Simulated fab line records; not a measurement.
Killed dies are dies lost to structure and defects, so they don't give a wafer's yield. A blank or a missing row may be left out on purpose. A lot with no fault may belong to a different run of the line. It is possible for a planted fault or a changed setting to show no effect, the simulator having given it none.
fab line records -- flow n5_finfet -- part 2 of 2: steps 5 to 6 of 6
record lots=24, wafers=72, last_day=18
route steps=1938 shown ILD0@341 DUMMY_REMOVAL@377 HKMG_FIN@389
lots that met no fault: from a run of the same line without faults
start_h: hours from the record's first day to the start of the lot's first wafer shown -- wait_h: hours elapsed since this lot's preceding step -- " same as the row above -- L1.1+2: a row that stands for several wafers -- - either no value or no given start -- * or withheld: withheld -- < > ~ a bound
route shown NAME@n: names a module that has steps shown in the file, with the first one's number in the route -- usual: average and standard deviation across the fault-free wafers -- same: alike in all rows -- chamber/n: place in a boat -- sites: per-site readings -- _std_site: standard deviation of those values -- _edge_site: the outer-site mean with the inner-site mean subtracted -- radius_mm: how far each site lies from the wafer's centre -- mask NAME#n: copy n -- behind: the tool/chamber that last shaped the wafer -- hold: reason for holding the lot/hours on hold/outcome of the hold -- device: whichever transistor did not switch (one of n, p or np) -- end of line: at the end of the route, the tests of the same wafers -- where a step has no rows: the recipe by itself -- killed: dies that structure and defects cost at the first sort, which is not the same as the wafer's yield -- map: dies across one wafer; x = killed, . = not, _ = none there
set.NAME: the run value of the setting; set.NAME@STEP: its run value at that earlier step -- model.NAME: the simulator's own value behind a step, which no gauge read
route steps across a sampled set of lots; one table per step, one row per wafer
services: a tool's chamber out of use, with start hour (start_h, from the record's first day; less than 0 if before it), hours out, and reason
## steps
# step N5_HKMG_FIN_ALD_75
# recipe material=Al2O3, target_thk_a=10, temp_c=150, ald_precursor_family=TMA, ald_co_reactant=H2O, pulse_time_s=withheld, co_reactant_pulse_time_s=1
# usual heater_power_outer_w=76/7, heater_power_w=149/11, precursor_pulse_height_rel=1.001/0.021
lot.wafer,tool,chamber,start_h,wait_h,heater_power_outer_w,heater_power_w,precursor_pulse_height_rel
L074.1,ald_hk-01,2,75.65,0.0,57,118,0.973
L074.5,ald_hk-01,3,75.65,0.0,72,141,0.978
L074.6,ald_hk-01,0,75.65,0.0,85,159,1.012
L076.1,ald_hk-03,0,84.50,0.0,75,154,0.972
L076.3,ald_hk-03,3,84.50,0.0,79,149,1.007
L076.6,ald_hk-03,0,84.50,0.0,75,152,1.006
L075.2,ald_hk-02,2,89.01,0.0,87,162,0.992
L075.4,ald_hk-02,0,89.01,0.0,84,161,1.015
L075.6,ald_hk-02,0,89.01,0.0,82,166,0.997
L077.1,ald_hk-02,2,96.20,0.0,87,163,1.022
L077.3,ald_hk-02,3,96.20,0.0,77,152,0.948
L077.6,ald_hk-02,0,96.20,0.0,81,167,1.049
L078.3,ald_hk-01,1,98.14,0.1,75,148,0.997
L078.4,ald_hk-01,2,98.14,0.1,58,120,1.007
L078.5,ald_hk-01,3,98.14,0.1,72,144,0.997
L079.3,ald_hk-03,2,102.56,0.0,70,144,0.962
L079.4,ald_hk-03,1,102.56,0.0,68,151,1.017
L079.6,ald_hk-03,0,102.56,0.0,74,155,1.017
L080.1,ald_hk-02,2,108.77,0.0,87,162,1.034
L080.3,ald_hk-02,1,108.77,0.0,76,138,1.027
L080.6,ald_hk-02,1,108.77,0.0,74,137,0.989
L081.2,ald_hk-02,0,111.97,0.0,82,161,0.990
L081.3,ald_hk-02,2,111.97,0.0,89,166,1.034
L081.5,ald_hk-02,1,111.97,0.0,76,137,1.008
L082.1,ald_hk-03,0,120.27,0.0,73,153,0.971
L082.2,ald_hk-03,2,120.27,0.0,71,148,1.002
L082.4,ald_hk-03,3,120.27,0.0,77,146,0.988
L083.1,ald_hk-02,2,125.70,0.0,90,161,1.014
L083.2,ald_hk-02,3,125.70,0.0,78,150,1.001
L083.4,ald_hk-02,0,125.70,0.0,82,168,0.997
L084.1,ald_hk-03,0,128.68,0.0,73,150,0.988
L084.2,ald_hk-03,2,128.68,0.0,72,144,0.960
L084.6,ald_hk-03,1,128.68,0.0,68,147,0.986
L085.2,ald_hk-02,2,139.79,0.0,88,159,0.976
L085.3,ald_hk-02,0,139.79,0.0,82,164,0.992
L085.6,ald_hk-02,1,139.79,0.0,76,137,0.975
L086.1,ald_hk-02,0,152.78,0.0,83,168,1.014
L086.3,ald_hk-02,1,152.78,0.0,75,137,0.991
L086.6,ald_hk-02,0,152.78,0.0,83,165,1.009
L087.1,ald_hk-01,0,155.92,0.0,87,160,1.023
L087.3,ald_hk-01,3,155.92,0.0,73,145,1.010
L087.6,ald_hk-01,2,155.92,0.0,57,121,1.010
L088.2,ald_hk-03,0,157.80,0.0,74,156,1.002
L088.3,ald_hk-03,3,157.80,0.0,78,148,0.993
L088.5,ald_hk-03,0,157.80,0.0,76,154,1.014
L090.1,ald_hk-03,1,164.71,0.0,70,154,1.006
L090.4,ald_hk-03,2,164.71,0.0,73,146,0.990
L090.5,ald_hk-03,3,164.71,0.0,80,148,1.023
L089.2,ald_hk-03,3,166.45,0.0,79,143,0.968
L089.3,ald_hk-03,0,166.45,0.0,75,152,0.993
L089.4,ald_hk-03,1,166.45,0.0,68,149,1.026
L091.3,ald_hk-02,2,175.53,0.0,87,158,0.983
L091.5,ald_hk-02,2,175.53,0.0,90,162,1.008
L091.6,ald_hk-02,1,175.53,0.0,76,136,1.019
L092.3,ald_hk-03,3,179.53,0.0,80,150,1.021
L092.4,ald_hk-03,1,179.53,0.0,68,152,1.003
L092.6,ald_hk-03,3,179.53,0.0,79,148,1.026
L093.1,ald_hk-03,2,184.66,0.0,71,146,1.002
L093.2,ald_hk-03,1,184.66,0.0,67,149,0.976
L093.4,ald_hk-03,0,184.66,0.0,73,154,0.989
L094.1,ald_hk-03,3,192.47,0.0,78,149,1.007
L094.2,ald_hk-03,0,192.47,0.0,74,149,1.033
L094.5,ald_hk-03,1,192.47,0.0,68,150,1.025
L095.2,ald_hk-01,0,199.47,0.0,87,158,1.001
L095.3,ald_hk-01,1,199.47,0.0,75,151,1.032
L095.4,ald_hk-01,2,199.47,0.0,58,121,1.047
L096.2,ald_hk-01,2,203.85,0.0,60,119,0.987
L096.3,ald_hk-01,0,203.85,0.0,85,160,0.992
L096.4,ald_hk-01,1,203.85,0.0,73,145,0.990
L097.2,ald_hk-03,2,213.09,0.0,71,144,1.012
L097.4,ald_hk-03,1,213.09,0.0,69,148,1.039
L097.5,ald_hk-03,1,213.09,0.0,69,151,0.991
# step N5_HKMG_FIN_DESCUM_53
# recipe chemistry=O2, time_s=7.9, source_power_w=50, bias_power_w=20, pressure_mtorr=20, rf_frequency_hz=2.712e+07, temp_c=40, resist=CAR-ArF, o2_flow_sccm=225
# usual drypump_motor_current_A=5.6/0.51, oes_product_au=0.79/0.068, rf_vpp_V=243.6/1.3, showerhead_plenum_p_Torr=2.13/0.066, temp_c=39.99/0.099, throttle_valve_pct=20.54/0.23
lot.wafer,tool,chamber,start_h,wait_h,drypump_motor_current_A,oes_product_au,rf_hours_counter_h,rf_vpp_V,showerhead_plenum_p_Torr,temp_c,throttle_valve_pct
L074.1,rie_diel-05,3,76.35,0.2,4.6,0.88,36,245.8,2.23,39.92,20.49
L074.5,rie_diel-05,2,76.35,0.2,5.6,0.95,-,245.4,2.23,40.01,20.33
L074.6,rie_diel-05,1,76.35,0.2,5.6,0.87,-,243.6,2.05,39.97,20.39
L076.1,rie_diel-03,0,86.17,1.3,5.7,0.79,99,246.0,2.19,39.94,20.39
L076.3,rie_diel-03,3,86.17,1.3,6.3,0.72,192,240.7,2.01,39.90,20.74
L076.6,rie_diel-03,0,86.17,1.3,5.7,0.79,-,243.7,2.19,39.93,20.37
L075.2,rie_diel-03,2,90.22,0.8,5.3,0.81,76,244.9,2.13,40.00,20.85
L075.4,rie_diel-03,2,90.22,0.8,5.3,0.81,-,244.7,2.13,40.02,20.83
L075.6,rie_diel-03,3,90.22,0.8,6.3,0.72,-,242.1,2.01,39.99,20.76
L077.1,rie_diel-03,2,96.79,0.1,5.3,0.80,81,243.1,2.13,40.01,20.85
L077.3,rie_diel-03,3,96.79,0.1,6.3,0.71,199,241.0,2.01,40.06,20.74
L077.6,rie_diel-03,2,96.79,0.1,5.3,0.80,-,244.1,2.13,40.11,20.84
L078.3,rie_diel-01,2,99.43,0.8,5.0,0.75,147,244.3,2.20,40.03,20.74
L078.4,rie_diel-01,1,99.43,0.8,5.2,0.92,16,243.7,2.16,39.81,20.46
L078.5,rie_diel-01,0,99.43,0.8,6.4,0.85,-,243.2,2.11,40.10,20.12
L079.3,rie_diel-05,1,105.00,1.9,5.6,0.87,47,242.9,2.05,39.91,20.40
L079.4,rie_diel-05,3,105.00,1.9,4.6,0.88,36,246.0,2.23,39.95,20.49
L079.6,rie_diel-05,0,105.00,1.9,6.2,0.86,-,243.2,2.06,39.83,20.75
L080.1,rie_diel-01,2,109.32,0.0,5.0,0.74,154,245.4,2.20,39.88,20.76
L080.3,rie_diel-01,1,109.32,0.0,5.2,0.92,23,243.7,2.15,39.94,20.46
L080.6,rie_diel-01,0,109.32,0.0,6.4,0.84,-,242.2,2.11,39.97,20.15
L081.2,rie_diel-03,3,112.52,0.0,6.3,0.70,209,240.9,2.00,40.08,20.77
L081.3,rie_diel-03,2,112.52,0.0,5.3,0.79,90,244.4,2.13,39.99,20.86
L081.5,rie_diel-03,3,112.52,0.0,6.4,0.70,-,241.8,2.00,40.05,20.78
L082.1,rie_diel-01,1,120.83,0.0,5.2,0.90,27,243.8,2.15,40.00,20.46
L082.2,rie_diel-01,2,120.83,0.0,5.0,0.73,158,245.3,2.20,39.92,20.76
L082.4,rie_diel-01,3,120.83,0.0,5.3,0.74,167,244.2,2.16,40.04,20.28
L083.1,rie_diel-05,1,126.28,0.1,5.7,0.86,55,242.1,2.04,39.91,20.41
L083.2,rie_diel-05,2,126.28,0.1,5.6,0.91,30,244.0,2.22,40.07,20.36
L083.4,rie_diel-05,0,126.28,0.1,6.2,0.85,66,242.8,2.05,39.88,20.77
L084.1,rie_diel-03,2,129.24,0.0,5.3,0.77,97,242.1,2.13,40.01,20.86
L084.2,rie_diel-03,0,129.24,0.0,5.7,0.76,123,244.2,2.18,39.89,20.40
L084.6,rie_diel-03,2,129.24,0.0,5.3,0.78,-,244.3,2.13,40.09,20.86
L085.2,rie_diel-03,0,140.35,0.0,5.7,0.76,129,245.2,2.18,40.09,20.43
L085.3,rie_diel-03,2,140.35,0.0,5.3,0.77,104,244.3,2.12,40.03,20.87
L085.6,rie_diel-03,0,140.35,0.0,5.7,0.76,-,244.9,2.18,40.14,20.41
L086.1,rie_diel-03,1,153.34,0.0,5.2,0.82,103,243.5,2.12,40.05,20.50
L086.3,rie_diel-03,0,153.34,0.0,5.7,0.76,134,244.5,2.18,40.05,20.43
L086.6,rie_diel-03,1,153.34,0.0,5.2,0.80,-,242.2,2.12,40.02,20.51
L087.1,rie_diel-03,1,156.48,0.0,5.2,0.82,104,244.8,2.12,40.05,20.49
L087.3,rie_diel-03,2,156.48,0.0,5.3,0.77,109,243.0,2.12,39.99,20.89
L087.6,rie_diel-03,0,156.48,0.0,5.7,0.75,-,245.7,2.18,40.03,20.44
L088.2,rie_diel-01,1,158.38,0.2,5.2,0.88,40,243.9,2.15,40.01,20.47
L088.3,rie_diel-01,0,158.38,0.2,6.3,0.81,92,245.5,2.10,40.21,20.16
L088.5,rie_diel-01,1,158.38,0.2,5.2,0.88,-,243.4,2.15,39.97,20.47
L090.1,rie_diel-01,1,165.14,0.0,5.2,0.87,43,244.8,2.15,39.99,20.48
L090.4,rie_diel-01,3,165.14,0.0,5.3,0.72,182,243.8,2.16,40.18,20.33
L090.5,rie_diel-01,0,165.14,0.0,6.4,0.82,-,241.6,2.10,39.71,20.15
L089.2,rie_diel-05,2,166.88,0.0,5.6,0.91,45,246.6,2.22,40.04,20.37
L089.3,rie_diel-05,3,166.88,0.0,4.6,0.85,60,245.7,2.22,39.97,20.53
L089.4,rie_diel-05,2,166.88,0.0,5.6,0.89,-,243.3,2.22,39.95,20.39
L091.3,rie_diel-01,1,176.10,0.2,5.2,0.86,48,243.3,2.14,39.77,20.50
L091.5,rie_diel-01,0,176.10,0.2,6.4,0.81,-,243.8,2.10,39.89,20.15
L091.6,rie_diel-01,3,176.10,0.2,5.3,0.72,-,245.6,2.15,40.03,20.30
L092.3,rie_diel-03,2,180.02,0.1,5.3,0.77,119,242.9,2.12,40.08,20.88
L092.4,rie_diel-03,0,180.02,0.1,5.7,0.76,143,244.7,2.18,39.96,20.44
L092.6,rie_diel-03,0,180.02,0.1,5.7,0.75,-,245.1,2.18,40.09,20.44
L093.1,rie_diel-03,2,185.22,0.0,5.3,0.76,121,243.2,2.12,40.06,20.90
L093.2,rie_diel-03,3,185.22,0.0,6.3,0.69,239,241.1,1.99,39.97,20.82
L093.4,rie_diel-03,0,185.22,0.0,5.7,0.75,145,245.4,2.18,40.13,20.45
L094.1,rie_diel-01,3,193.03,0.0,5.3,0.71,193,244.6,2.15,40.04,20.32
L094.2,rie_diel-01,1,193.03,0.0,5.2,0.86,54,242.1,2.14,39.95,20.49
L094.5,rie_diel-01,1,193.03,0.0,5.2,0.85,-,242.4,2.14,40.05,20.51
L095.2,rie_diel-01,2,200.03,0.0,4.9,0.72,187,244.5,2.19,40.07,20.80
L095.3,rie_diel-01,3,200.03,0.0,5.3,0.71,196,244.6,2.15,40.02,20.34
L095.4,rie_diel-01,0,200.03,0.0,6.4,0.81,107,243.2,2.10,40.08,20.19
L096.2,rie_diel-01,1,204.39,0.1,5.2,0.85,59,244.2,2.14,39.61,20.52
L096.3,rie_diel-01,0,204.39,0.1,6.4,0.79,108,244.1,2.10,39.85,20.18
L096.4,rie_diel-01,3,204.39,0.1,5.3,0.70,197,243.7,2.15,40.05,20.33
L097.2,rie_diel-03,3,213.54,0.1,6.4,0.67,249,242.1,1.99,40.09,20.84
L097.4,rie_diel-03,1,213.54,0.1,5.2,0.79,126,245.1,2.11,39.84,20.53
L097.5,rie_diel-03,3,213.54,0.1,6.4,0.68,-,241.0,1.99,40.03,20.84
## services
tool,chamber,start_h,hours,kind
rie_diel-02,2,52.59,7.0,repair
rie_diel-06,0,60.17,-,clean
rie_diel-06,0,60.17,-,consumable_replace:focus_ring
rie_diel-06,0,60.17,19.7,scheduled_down
rie_diel-06,0,60.17,19.7,vent_cycle
rie_diel-01,-,73.72,1.2,repair
rie_diel-06,-,75.17,0.9,repair
rie_diel-01,1,77.18,4.7,repair
rie_diel-04,2,96.92,132.0,repair
rie_diel-01,3,100.79,8.7,repair
ald_hk-02,-,115.86,2.8,pm
rie_diel-01,-,135.57,0.8,repair
ald_hk-01,-,140.05,2.7,repair
rie_diel-05,1,148.75,2.2,repair
rie_diel-05,0,152.80,25.5,repair
rie_diel-05,1,160.48,5.4,repair
ald_hk-03,-,161.39,1.3,repair
rie_diel-02,2,161.44,8.3,repair
rie_diel-01,0,168.70,6.0,repair
rie_diel-06,1,180.43,-,clean
rie_diel-06,1,180.43,-,consumable_replace:focus_ring
rie_diel-02,1,183.49,5.8,repair
rie_diel-02,-,199.34,2.8,pm
ald_hk-01,-,207.10,0.9,repair
